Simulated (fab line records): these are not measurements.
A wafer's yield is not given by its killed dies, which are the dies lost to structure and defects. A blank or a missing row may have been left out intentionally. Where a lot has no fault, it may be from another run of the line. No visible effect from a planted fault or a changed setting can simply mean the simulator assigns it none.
A single fault, viewed from 3 desks | flow n5 finfet | each desk holds nothing but its own numbers, with what lay behind them at the end

## AT THE METROLOGY DESK
What the gauges read for every lot (on any tool): the sampled wafers with a number, averaged. A lot is out of limits, marked OUT, if its mean lies more than 4 standard deviations from the usual mean; the brackets give that distance.
Columns: A = M13_THK at N5_BEOL_M13_THK_MEAS_50, usual 429 nm
lot  | first seen here | A
L118 | day 10 22:52    | 432
L119 | day 11 03:53    | 427
L121 | day 12 04:11    | 564 (+20) OUT
L122 | day 12 12:20    | 681 (+37) OUT
L129 | day 13 13:44    | 425
L134 | day 15 02:04    | 431
L133 | day 15 10:38    | 434
L137 | day 16 04:19    | 422
L139 | day 16 11:01    | 439
L140 | day 16 12:25    | 423
L136 | day 16 13:35    | 426
L138 | day 16 13:42    | 439
This desk finds L121, L122 out of limits, with the earliest case on L121 at day 12 04:11 (M13_THK at N5_BEOL_M13_THK_MEAS_50). L118, L119, L129, L134, L133, L137, L139, L140, L136, L138 stayed within limits.

## DESK OF THE TOOL OWNER: cmp-01
The tool's own readings at N5_BEOL_M13_CMP_49 (polishes, stops on SiOC, t overpolish 17.1 s, target thk 420 nm): means of the sampled wafers that have a number, for each lot that ran on this tool. A lot is out of limits, marked OUT, if its mean lies more than 4 standard deviations from the usual mean; the brackets give that distance.
Columns: A = barrier field endpoint s at N5_BEOL_M13_CMP_49, usual 30.6 s; B = motor current A at N5_BEOL_M13_CMP_49, usual 6.2 A; C = overpolish run s at N5_BEOL_M13_CMP_49, usual 17.100 s; D = retaining ring pressure frac at N5_BEOL_M13_CMP_49, usual 1.000; E = slurry flow ml min at N5_BEOL_M13_CMP_49, usual 150.0
lot  | first seen here | A              | B   | C                        | D     | E
L118 | day 10 22:35    | 30.1           | 6.0 | 17.101                   | 0.998 | 149.9
L119 | day 11 03:37    | 30.2           | 6.4 | 17.098                   | 0.996 | 150.4
L121 | day 12 03:58    | 40.5 (+16) OUT | 6.0 | 11.760 (-99 or more) OUT | 1.001 | 151.0
L122 | day 12 12:07    | 50.5 (+33) OUT | 5.9 | 6.532 (-99 or more) OUT  | 0.997 | 150.1
L129 | day 13 13:28    | 30.0           | 5.5 | 17.101                   | 1.002 | 150.9
L137 | day 16 04:02    | 30.3           | 5.6 | 17.101                   | 0.999 | 150.0
L140 | day 16 12:09    | 30.8           | 6.2 | 17.102                   | 1.000 | 150.4
This desk finds L121, L122 out of limits, L121 being first, at day 12 03:58 (barrier field endpoint s at N5_BEOL_M13_CMP_49). L118, L119, L129, L137, L140 stayed within limits.

## THE DEFECT DESK
Per lot, the means of the sampled wafers with a number show what the inspections along the route counted. A lot is out of limits, marked OUT, if its mean lies more than 4 standard deviations from the usual mean; the brackets give that distance.
Columns: A = raw defect count at N5_BEOL_M13_INSPECT_55, usual 66
lot  | first seen here | A
L118 | day 10 23:02    | 49
L119 | day 11 04:02    | 88
L121 | day 12 04:20    | 1087 (+54) OUT
L122 | day 12 12:29    | 2082 (+99 or more) OUT
L129 | day 13 13:53    | 35
L134 | day 15 02:14    | 46
L133 | day 15 10:48    | 59
L137 | day 16 04:29    | 53
L139 | day 16 11:10    | 63
L140 | day 16 12:34    | 69
L136 | day 16 13:44    | 63
L138 | day 16 13:52    | 83
This desk finds L121, L122 out of limits, L121 being first, at day 12 04:20 (raw defect count at N5_BEOL_M13_INSPECT_55). L118, L119, L129, L134, L133, L137, L139, L140, L136, L138 stayed within limits.

## BROUGHT TOGETHER
An alarm could have come from the tool owner's desk at day 12 03:58, on L121, L122.
At day 12 04:11 the metrology desk could have sounded an alarm, on L121, L122.
The defect desk could have raised an alarm at day 12 04:20, on L121, L122.
On cmp-01, each named lot ran N5_BEOL_M13_CMP_49.

## WHAT HAD BEEN PUT IN BY THE SIMULATOR
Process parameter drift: cmp-01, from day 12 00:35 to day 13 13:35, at N5_BEOL_M13_CMP_49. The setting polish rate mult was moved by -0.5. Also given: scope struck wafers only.
Lots struck among those shown: L121, L122.
Hours from the fault's start to each desk's first reading out of limits: the tool owner's desk, 3; the metrology desk, 4; the defect desk, 4.
